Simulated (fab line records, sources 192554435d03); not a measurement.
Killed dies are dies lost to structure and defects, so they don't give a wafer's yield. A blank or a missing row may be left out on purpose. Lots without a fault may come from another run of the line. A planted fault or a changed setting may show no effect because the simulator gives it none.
Split-lot experiment | flow n5_finfet | 7 lots, 39 wafers read, on a route of 1938 steps

THE SPLIT
At N5_BEOL_M5_HM_DEP_02 (deposits TiN, target thk 20 nm), the setting target_thk_a was moved away from the recipe's 200 angstrom on 12 of the 39 wafers read, by -54.6% to +41.9%. The other wafers ran this setting at the recipe's value.

FROM THE SPLIT TO THE READING: what the file shows between them, 4 steps
- N5_BEOL_M5_COAT_59: time 60 s, resist thk 60 nm
- N5_BEOL_M5_COAT_60: time 60 s, resist thk 12 nm
- N5_BEOL_M5_STRIP_73: strips in N2/H2
- N5_BEOL_M5_STRIP_64: strips in CF4

THE READING
etch.depth_nm (the simulator's own value, which no gauge read), in nm, at N5_BEOL_M5_HM_OPEN_17 (chemistry Cl2/BCl3, target TiN, target depth 20 nm, overetch 6 nm). The file gives no usual value for it. The 27 wafers here that ran the recipe average 19.882 nm, standard deviation 0.21 nm.

wafer  | tool, chamber at the split | target_thk_a as run, angstrom | against the recipe | etch.depth_nm, nm | against lot-mates on the recipe
L078.1 | pvd_sputter-03, -          | 231                           | +15.5%             | 23.07             | +3.143
L078.2 | pvd_sputter-03, -          | 231                           | +15.5%             | 23.11             | +3.183
L078.3 | pvd_sputter-03, -          | 231                           | +15.5%             | 22.91             | +2.983
L078.4 | pvd_sputter-03, -          | 200                           | recipe             | 20.02             | -
L078.5 | pvd_sputter-03, -          | 200                           | recipe             | 19.67             | -
L078.6 | pvd_sputter-03, -          | 200                           | recipe             | 20.09             | -
L074.1 | pvd_sputter-01, -          | 90.85                         | -54.6%             | 8.865             | -11.155
L074.2 | pvd_sputter-01, -          | 90.85                         | -54.6%             | 8.79              | -11.230
L074.3 | pvd_sputter-01, -          | 200                           | recipe             | 19.89             | -
L074.4 | pvd_sputter-01, -          | 90.85                         | -54.6%             | 8.821             | -11.199
L074.5 | pvd_sputter-01, -          | 200                           | recipe             | 20.14             | -
L074.6 | pvd_sputter-01, -          | 200                           | recipe             | 20.03             | -
L082.1 | pvd_sputter-01, -          | 283.8                         | +41.9%             | 26.64             | +6.630
L082.2 | pvd_sputter-01, -          | 200                           | recipe             | 19.78             | -
L082.3 | pvd_sputter-01, -          | 200                           | recipe             | 19.98             | -
L082.4 | pvd_sputter-01, -          | 283.8                         | +41.9%             | 26.7              | +6.690
L082.5 | pvd_sputter-01, -          | 283.8                         | +41.9%             | 26.6              | +6.590
L082.6 | pvd_sputter-01, -          | 200                           | recipe             | 20.27             | -
L086.1 | pvd_sputter-03, -          | 162.1                         | -18.9%             | 16.13             | -3.807
L086.2 | pvd_sputter-03, -          | 200                           | recipe             | 20.03             | -
L086.3 | pvd_sputter-03, -          | 162.1                         | -18.9%             | 16.03             | -3.907
L086.4 | pvd_sputter-03, -          | 200                           | recipe             | 19.66             | -
L086.5 | pvd_sputter-03, -          | 162.1                         | -18.9%             | 15.77             | -4.167
L086.6 | pvd_sputter-03, -          | 200                           | recipe             | 20.12             | -
L089.1 | pvd_sputter-03, -          | 200                           | recipe             | 19.82             | -
L089.2 | pvd_sputter-03, -          | 200                           | recipe             | 19.88             | -
L089.3 | pvd_sputter-03, -          | 200                           | recipe             | 19.99             | -
L089.6 | pvd_sputter-03, -          | 200                           | recipe             | 19.99             | -
L089.4 | pvd_sputter-03, -          | 200                           | recipe             | 20.02             | -
L089.5 | pvd_sputter-03, -          | 200                           | recipe             | 20.17             | -
L092.2 | pvd_sputter-02, -          | 200                           | recipe             | 19.54             | -
L092.3 | pvd_sputter-02, -          | 200                           | recipe             | 19.63             | -
L092.5 | pvd_sputter-02, -          | 200                           | recipe             | 19.42             | -
L095.1 | pvd_sputter-03, -          | 200                           | recipe             | 19.74             | -
L095.2 | pvd_sputter-03, -          | 200                           | recipe             | 19.75             | -
L095.3 | pvd_sputter-03, -          | 200                           | recipe             | 19.76             | -
L095.4 | pvd_sputter-03, -          | 200                           | recipe             | 20.04             | -
L095.5 | pvd_sputter-03, -          | 200                           | recipe             | 19.6              | -
L095.6 | pvd_sputter-03, -          | 200                           | recipe             | 19.78             | -

THE FIT
A straight line over all 39 wafers: etch.depth_nm changes by +0.189 nm for each +1% of target_thk_a; r = +0.99; the points scatter about the line by 0.42 nm.
The same after taking each lot's own level away (the mean of its wafers on the recipe; 39 wafers): +0.189 nm for each +1%; r = +0.99; scatter 0.44 nm.
On that fit, the largest move of target_thk_a shifts the reading by 10 nm.
The lots' own levels span 19.5300 to 20.0200 nm, that is 2.3 times the standard deviation above.
So the lot-to-lot level changes the slope little: the two slopes agree.
Check: with one of the wafers moved furthest among these (-54.6%) left out of the fit, the line predicts -10.3 nm for it against its lot-mates. It came out at -11.2 nm against them.

THE WHOLE CHAIN: every reading that the file lists as answering this split, in the file's order
step                  | what it does                                                      | reading                                                                          | change (the file's fit)               | r (the file's)
N5_BEOL_M5_HM_DEP_02  | deposits TiN, target thk 20 nm                                    | TiN_of_BEOL_M5_HM_DEP_02.thk_nm (the simulator's own value, which no gauge read) | +0.204 nm for each +1% of the setting | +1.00
N5_BEOL_M5_HM_OPEN_17 | chemistry Cl2/BCl3, target TiN, target depth 20 nm, overetch 6 nm | etch.depth_nm (the simulator's own value, which no gauge read)                   | +0.19 nm for each +1% of the setting  | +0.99

THE FILE'S OWN FIT
etch.depth_nm changes by +0.19 nm for each +1% of target_thk_a, r = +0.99.
